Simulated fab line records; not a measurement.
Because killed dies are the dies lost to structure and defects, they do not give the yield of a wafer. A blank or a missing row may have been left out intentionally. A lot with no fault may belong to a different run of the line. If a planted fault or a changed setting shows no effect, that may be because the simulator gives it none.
fab line records	flow nandHarc
record lots=11	wafers=33	lastDay=23
route steps=1159 shown A_BONDPAD@1093 THIN_TSV@1102 END@1159
lots that met no fault: from a run of the same line without faults
startH: start of the lot's first displayed wafer, in hours after the record's first day	waitH: hours since the lot's step before	" same as the row above	L1.1+2: several wafers, shown together as one row	- no value, or no start given	* or withheld: withheld	< > ~ a bound
route shown NAME@n: a module of which the file shows steps, and the number in the route of the first	usual: average and standard deviation across the fault-free wafers	same: alike in all rows	chamber/n: place in a boat	sites: per-site readings	_std_site: the values' standard deviation	_edge_site: inner sites' mean taken away from outer sites' mean	radiusMm: for every site, how far away it sits from the centre of the wafer	mask NAME#n: copy n	behind: tool/chamber where the wafer was last shaped	hold: why the lot went on hold/how many hours it stayed there/how the hold came to an end	device: which transistor (n, p or np) failed to switch	end of line: tests of these same wafers at the route's end	step lacking rows: just its recipe	killed: not the wafer's yield, but the dies lost to structure and defects at the first sort	map: the dies of a wafer, with x for killed, . for not killed, _ for no die there
set.NAME: the setting that was run; set.NAME@STEP: the one run at that earlier step	model.NAME: the simulator's own value behind a step, which no gauge read
steps of the route over a sample of lots; a table a step, a row a wafer
services: from which hour (startH, from the record's first day; less than 0 if before it) a tool's chamber was out of use, for how many hours, and why
## steps
# step NHARC_A_BONDPAD_INSPECT_23
# usual rawDefectCount=496/140
lot.wafer	tool	chamber	startH	waitH	rawDefectCount
L236.1	defectInspect-01	-	426.08	0.0	301
L236.2	"	-	"	"	358
L236.5	"	-	"	"	289
L234.1	defectInspect-02	-	427.75	0.1	481
L234.4	"	-	"	"	432
L234.5	"	-	"	"	481
L238.1	defectInspect-01	-	439.31	0.0	713
L238.4	"	-	"	"	382
L238.6	"	-	"	"	444
L237.3	defectInspect-01	-	440.54	0.0	371
L237.5	"	-	"	"	469
L237.6	"	-	"	"	359
L242.1	defectInspect-02	-	474.00	0.0	341
L242.4	"	-	"	"	308
L242.5	"	-	"	"	325
L245.1	defectInspect-01	-	474.79	0.0	484
L245.3	"	-	"	"	520
L245.5	"	-	"	"	410
L244.1	defectInspect-01	-	475.70	0.0	561
L244.2	"	-	"	"	634
L244.4	"	-	"	"	544
L247.4	defectInspect-02	-	489.03	0.0	518
L247.5	"	-	"	"	601
L247.6	"	-	"	"	316
L246.2	defectInspect-01	-	495.71	0.0	573
L246.4	"	-	"	"	660
L246.6	"	-	"	"	699
L250.1	defectInspect-02	-	515.69	0.0	564
L250.3	"	-	"	"	448
L250.5	"	-	"	"	457
L252.3	defectInspect-01	-	522.32	0.0	454
L252.4	"	-	"	"	703
L252.6	"	-	"	"	604
# step NHARC_THIN_TSV_CMP_01
# recipe targetThkUm=3
# usual motorCurrentA=11.8/1.2
lot.wafer	tool	chamber	startH	waitH	motorCurrentA
L236.2	cmp-03	3	439.67	0.9	10.1
L236.1	"	0	"	"	14.4
L236.5	"	1	"	"	12.0
L234.4	cmp-02	1	443.73	0.5	12.8
L234.1	"	3	"	"	10.3
L234.5	"	1	"	"	13.5
L238.4	cmp-02	2	450.99	0.5	11.5
L238.1	"	0	"	"	10.9
L238.6	"	2	"	"	11.9
L237.3	cmp-01	1	452.23	0.7	12.2
L237.5	"	2	"	"	11.6
L237.6	"	3	"	"	12.3
L242.4	cmp-01	1	485.35	0.4	12.1
L242.1	"	2	"	"	11.5
L242.5	"	2	"	"	11.7
L245.3	cmp-01	1	488.01	0.7	12.1
L245.1	"	2	"	"	11.5
L245.5	"	3	"	"	13.4
L244.1	cmp-01	0	489.17	1.0	10.9
L244.4	"	1	"	"	11.5
L244.2	"	3	"	"	13.2
L247.4	cmp-01	3	501.66	0.5	13.1
L247.5	"	1	"	"	11.7
L247.6	"	2	"	"	11.4
L246.2	cmp-02	1	507.29	0.8	12.9
L246.4	"	2	"	"	11.0
L246.6	"	1	"	"	13.0
L250.1	cmp-03	3	524.50	1.0	10.5
L250.3	"	0	"	"	13.8
L250.5	"	3	"	"	10.1
L252.3	cmp-03	2	532.71	0.6	12.6
L252.4	"	3	"	"	9.8
L252.6	"	3	"	"	10.2
# step NHARC_THIN_TSV_EXPOSE_09
# recipe na=0.55	doseMj=30.7	maskId=TSV
# usual exposureDoseMJCm2=30.70/0.032
lot.wafer	tool	chamber	startH	waitH	mask	exposureDoseMJCm2
L236.1	krfScanner-01	0	440.71	-	TSV#0	30.79
L236.2	"	0	"	"	TSV#0	30.75
L236.5	"	0	"	"	TSV#0	30.70
L234.1	krfScanner-01	0	444.74	-	TSV#0	30.69
L234.4	"	0	"	"	TSV#0	30.70
L234.5	"	0	"	"	TSV#0	30.70
L238.1	krfScanner-02	0	452.13	-	TSV#0	30.73
L238.4	"	0	"	"	TSV#0	30.71
L238.6	"	0	"	"	TSV#0	30.77
L237.3	krfScanner-01	0	453.33	-	TSV#0	30.67
L237.5	"	0	"	"	TSV#0	30.78
L237.6	"	0	"	"	TSV#0	30.72
L242.1	krfScanner-04	0	486.51	-	TSV#0	30.69
L242.4	"	0	"	"	TSV#0	30.74
L242.5	"	0	"	"	TSV#0	30.72
L245.1	krfScanner-04	0	488.99	-	TSV#0	30.73
L245.3	"	0	"	"	TSV#0	30.73
L245.5	"	0	"	"	TSV#0	30.77
L244.1	krfScanner-02	0	490.35	-	TSV#0	30.68
L244.2	"	0	"	"	TSV#0	30.69
L244.4	"	0	"	"	TSV#0	30.72
L247.4	krfScanner-04	0	502.79	-	TSV#0	30.71
L247.5	"	0	"	"	TSV#0	30.68
L247.6	"	0	"	"	TSV#0	30.68
L246.2	krfScanner-04	0	508.33	-	TSV#0	19.87
L246.4	"	0	"	"	TSV#0	19.86
L246.6	"	0	"	"	TSV#0	19.87
L250.1	krfScanner-04	0	525.68	-	TSV#0	19.91
L250.3	"	0	"	"	TSV#0	19.81
L250.5	"	0	"	"	TSV#0	19.88
L252.3	krfScanner-01	0	533.76	-	TSV#0	30.72
L252.4	"	0	"	"	TSV#0	30.69
L252.6	"	0	"	"	TSV#0	30.74
# step NHARC_THIN_TSV_CD_MEAS_12
# recipe targetCdNm=1000	landingEnergyEv=500
# usual cdNm=1000.5/1.8
lot.wafer	tool	chamber	startH	waitH	cdNm
L236.1	cdSem-03	0	440.88	-	1000.4
L236.2	"	0	"	"	1002.7
L236.5	"	0	"	"	1001.3
L234.1	cdSem-02	0	444.89	-	998.1
L234.4	"	0	"	"	1002.2
L234.5	"	0	"	"	1001.5
L238.1	cdSem-03	0	452.29	-	999.1
L238.4	"	0	"	"	1002.5
L238.6	"	0	"	"	1003.8
L237.3	cdSem-02	0	453.48	-	1001.9
L237.5	"	0	"	"	1001.0
L237.6	"	0	"	"	1002.5
L242.1	cdSem-03	0	486.67	-	999.6
L242.4	"	0	"	"	997.1
L242.5	"	0	"	"	1000.7
L245.1	cdSem-02	0	489.15	-	997.3
L245.3	"	0	"	"	1000.4
L245.5	"	0	"	"	999.6
L244.1	cdSem-03	0	490.51	-	1002.1
L244.2	"	0	"	"	1001.7
L244.4	"	0	"	"	999.4
L247.4	cdSem-03	0	502.93	-	998.2
L247.5	"	0	"	"	999.9
L247.6	"	0	"	"	1000.1
L246.2	cdSem-02	0	508.49	-	993.2
L246.4	"	0	"	"	992.8
L246.6	"	0	"	"	992.3
L250.1	cdSem-01	0	525.83	-	992.8
L250.3	"	0	"	"	991.5
L250.5	"	0	"	"	989.9
L252.3	cdSem-03	0	533.91	-	1004.5
L252.4	"	0	"	"	1002.4
L252.6	"	0	"	"	1005.7
# step NHARC_THIN_TSV_ETCHBACK_48
# recipe targetDepthA=10285	overEtchFrac=0.3	timeS=405.17	ionEnergyEv=250	c4f8FlowSccm=withheld	arFlowSccm=withheld	rfW=600	biasW=300	chemistry=C4F8/Ar
# usual oesProductAu=0.96/0.038	rfVppV=548/3.3
lot.wafer	tool	chamber	startH	waitH	oesProductAu	rfHoursCounterH	rfVppV
L236.2	rieDiel-02	2	443.15	-	0.92	6	547
L236.1	"	3	"	"	0.92	7	549
L236.5	"	2	"	"	0.93	-	547
L234.1	rieDiel-05	1	447.21	-	0.92	10	550
L234.4	"	2	"	"	0.92	10	550
L234.5	"	3	"	"	0.92	-	544
L238.4	rieDiel-05	1	454.72	0.4	0.98	11	550
L238.1	"	3	"	"	0.98	11	543
L238.6	"	0	"	"	0.98	-	547
L237.3	rieDiel-02	3	455.79	-	0.92	9	550
L237.6	"	1	"	"	0.94	-	552
L237.5	"	2	"	"	0.93	-	546
L242.4	rieDiel-13	3	489.06	-	0.92	2	543
L242.1	"	0	"	"	0.92	3	542
L242.5	"	3	"	"	0.93	-	543
L245.1	rieDiel-02	2	491.42	-	1.01	9	548
L245.3	"	3	"	"	1.01	11	548
L245.5	"	2	"	"	1.02	-	546
L244.1	rieDiel-13	0	492.75	-	0.92	3	543
L244.2	"	1	"	"	0.93	3	546
L244.4	"	3	"	"	0.93	3	543
L247.5	rieDiel-13	2	505.31	-	0.98	-	549
L247.4	"	3	"	"	1.00	-	543
L247.6	"	0	"	"	1.00	-	540
L246.2	rieDiel-05	0	510.77	-	0.90	19	545
L246.4	"	2	"	"	0.93	18	549
L246.6	"	3	"	"	0.90	-	544
L250.3	rieDiel-13	3	528.07	-	1.00	5	543
L250.1	"	2	"	"	1.00	5	551
L250.5	"	0	"	"	1.00	-	542
L252.4	rieDiel-02	0	536.16	-	1.00	2	547
L252.3	"	1	"	"	0.96	3	553
L252.6	"	0	"	"	1.00	-	546
# step NHARC_THIN_TSV_CD_MEAS_37
# usual cdNm=4999.3/2.6
lot.wafer	tool	chamber	startH	waitH	cdNm
L236.1	cdSem-01	-	448.58	-	4997.3
L236.2	"	-	"	"	4999.2
L236.5	"	-	"	"	4996.4
L234.1	cdSem-02	-	452.54	-	5001.2
L234.4	"	-	"	"	5000.2
L234.5	"	-	"	"	5003.6
L238.1	cdSem-02	-	460.57	-	5000.0
L238.4	"	-	"	"	5000.7
L238.6	"	-	"	"	5003.5
L237.3	cdSem-01	-	461.14	-	5002.8
L237.5	"	-	"	"	5001.4
L237.6	"	-	"	"	5004.5
L242.1	cdSem-01	-	494.05	-	5001.6
L242.4	"	-	"	"	4996.2
L242.5	"	-	"	"	5002.0
L245.1	cdSem-01	-	496.56	-	4996.4
L245.3	"	-	"	"	5000.4
L245.5	"	-	"	"	5000.0
L244.1	cdSem-02	-	497.74	-	5002.9
L244.2	"	-	"	"	5001.6
L244.4	"	-	"	"	5001.5
L247.4	cdSem-03	-	510.38	-	4993.6
L247.5	"	-	"	"	4999.3
L247.6	"	-	"	"	4997.3
L246.2	cdSem-02	-	515.81	-	4993.5
L246.4	"	-	"	"	4989.6
L246.6	"	-	"	"	4994.1
L250.1	cdSem-03	-	533.17	-	4988.5
L250.3	"	-	"	"	4989.6
L250.5	"	-	"	"	4983.6
L252.3	cdSem-01	-	541.64	-	5003.2
L252.4	"	-	"	"	4998.1
L252.6	"	-	"	"	5002.8
# step NHARC_END_SORT_01
# recipe tempC=25
# usual defectLimitedYield=95.1/1.3	killedAtArray=29/8.4	killedAtOther=0.7/1.2	killedAtPeriphery=3.8/2.1	killedDies=33/9	killedOpen=3.4/2	killedShort=2.1/1.4	sort_bin_2_pct=1.5/0.56	sort_bin_3_pct=0.26/0.2	sort_bin_4_pct=3.1/0.91	sortNPass=644/9	sortRimYieldPct=96.2/2.2	sortYieldPct=95.1/1.3
# same grossDies=677	sort_bin_5_pct[%]=0	sort_bin_6_pct[%]=0	sort_bin_7_pct[%]=0	sort_bin_8_pct[%]=0	sortRimNGross=106.00
lot.wafer	tool	chamber	startH	waitH	defectLimitedYield[%]	killedAtArray	killedAtOther	killedAtPeriphery	killedDies	killedOpen	killedShort	sort_bin_2_pct[%]	sort_bin_3_pct[%]	sort_bin_4_pct[%]	sortNPass	sortRimYieldPct[%]	sortYieldPct[%]
L246.2	prober-01	0	535.42	2.8	94.2	31	3	5	39	10	3	1.5	0.30	4.0	638	94.3	94.2
L246.4	prober-01	0	537.04	3.4	93.8	37	2	3	42	5	2	2.1	0.44	3.7	635	98.1	93.8
L246.6	prober-01	0	538.67	4.1	94.7	29	0	7	36	4	5	1.5	0.59	3.2	641	97.2	94.7
# killed by level:class
L246.2 A_SLIT:chamberFilmFlake=12 A_CHANNEL_HOLE_D1:chamberFilmFlake=6 A_CONTACT:chamberFilmFlake=4 A_CONTACT:geometricParticle:open=3 P_M1:geometricParticle:open=2 A_ONON_D1:geometricParticle:short=2 A_M0:geometricParticle:open=2 THIN_TSV:chamberFilmFlake=2
L246.4 A_SLIT:chamberFilmFlake=15 A_CHANNEL_HOLE_D1:chamberFilmFlake=11 A_CONTACT:chamberFilmFlake=5 A_CONTACT:geometricParticle:open=2 A_BLC:geometricParticle:open=2 P_M0:geometricParticle:open=1 A_WL_FILL:geometricParticle:short=1 STARTING-WAFER:geometricParticle:short=1
L246.6 A_SLIT:chamberFilmFlake=19 A_CHANNEL_HOLE_D1:chamberFilmFlake=3 P_GATE:geometricParticle:short=2 P_M0:geometricParticle:open=2 A_STAIRCASE:chamberFilmFlake=2 P_M0:geometricParticle:short=1 A_ONON_D1:geometricParticle:short=1 A_CHANNEL_FILL_D1:geometricParticle:short=1
## services
tool	chamber	startH	hours	kind
krfScanner-04	0	417.26	-	calibration
cmp-02	-	422.64	4.0	pm
krfScanner-01	-	428.00	4.0	pm
rieDiel-13	-	453.00	9.0	pm
cmp-03	-	454.02	4.0	pm
cmp-01	-	461.92	1.0	repair
rieDiel-05	1	466.88	7.2	repair
krfScanner-04	-	470.02	4.0	pm
cmp-02	-	471.07	3.0	repair
cmp-01	-	473.65	4.0	pm
krfScanner-04	-	477.39	0.5	repair
cmp-01	-	477.65	-	consumableReplace:conditioner
cmp-01	-	477.65	-	consumableReplace:pad
cmp-02	-	484.47	0.6	repair
krfScanner-02	-	493.43	0.5	repair
rieDiel-02	0	494.94	3.1	repair
rieDiel-13	1	499.79	8.0	repair
cmp-02	-	503.26	2.7	repair
rieDiel-02	-	504.99	9.0	pm
cmp-01	-	507.20	4.9	repair
rieDiel-05	-	517.80	9.0	pm
cmp-02	-	520.64	4.0	pm
krfScanner-04	-	521.19	2.6	repair
krfScanner-04	-	530.86	10.1	repair
## key
firstSign step=NHARC_THIN_TSV_EXPOSE_09	reading=exposureDoseMJCm2	direction=down	sigmas=99+	usual=30.70	struck=19.87
effect step=NHARC_THIN_TSV_CD_MEAS_12	reading=cdNm	direction=down	sigmas=4.7	usual=1000.5	struck=992.1
effect step=NHARC_THIN_TSV_CD_MEAS_37	reading=cdNm	direction=down	sigmas=3.6	usual=4999.3	struck=4989.8
metAt NHARC_THIN_TSV_EXPOSE_09
struckLots L246,L250
notActingAt NHARC_A_BONDPAD_INSPECT_23,NHARC_THIN_TSV_CMP_01,NHARC_THIN_TSV_ETCHBACK_48
onsetBetween 502.79 508.33
fault kind=processParameterDrift	tool=krfScanner-04	chamber=-	onsetH=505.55	steps=NHARC_THIN_TSV_EXPOSE_09	channel=doseMj	offset=-10.812	shape=step	actsIn=theseRecipesOnly	stated=30.7
